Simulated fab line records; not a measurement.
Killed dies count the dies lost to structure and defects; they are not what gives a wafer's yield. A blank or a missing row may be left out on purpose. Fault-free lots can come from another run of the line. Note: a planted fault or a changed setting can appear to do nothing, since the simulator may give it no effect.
Which tool did it?	flow nand-harc	12 lots, 36 wafers sampled, at 1 step of a route of 1159

WHAT THE GAUGES SHOWED, per wafer
NHARC_A_CHANNEL_HOLE_D1_INSPECT_12.
lot	measured	on	raw-defect-count
L075	day 8 19:25	defect-inspect-02	11 4 5
L079	day 9 08:20	defect-inspect-02	7 6 9
L078	day 9 09:27	defect-inspect-02	15 5 7
L082	day 9 23:43	defect-inspect-02	5 2 4
L083	day 10 08:01	defect-inspect-01	6 4 7
L087	day 11 06:50	defect-inspect-01	4 8 3
L085	day 11 08:16	defect-inspect-01	6 6 2
L089	day 12 00:33	defect-inspect-02	3 9 8
L090	day 12 08:26	defect-inspect-02	3 5 6
L093	day 13 07:04	defect-inspect-02	7 5 4
L094	day 13 08:49	defect-inspect-02	10 7 9
L097	day 13 20:14	defect-inspect-01	8 6 4

WHICH TOOL RAN EACH LOT (tool, then ch and the chambers of the sampled wafers, then the start)
The record holds no process step before these readings.

THE ANSWER, worked out from the rows above alone
Rule: the lots themselves supply what counts as usual. Put in order of their means at a reading, lots are off if they are a third of the lots or fewer, leave a main group of 4 or more, and stand apart from it by a gap of 3 or more times the standard deviation of the main group's means; of several such gaps the widest counts. If all means in a main group match to the digits the tables above print for the reading, that group is not used. A lot without any number at a reading at which 4 lots or more have one is off too. All remaining lots with rows at the step are treated as sound.
Across all readings shown, no lot is off: no conclusion can be drawn from this.

WHAT HAD BEEN PUT IN BY THE SIMULATOR
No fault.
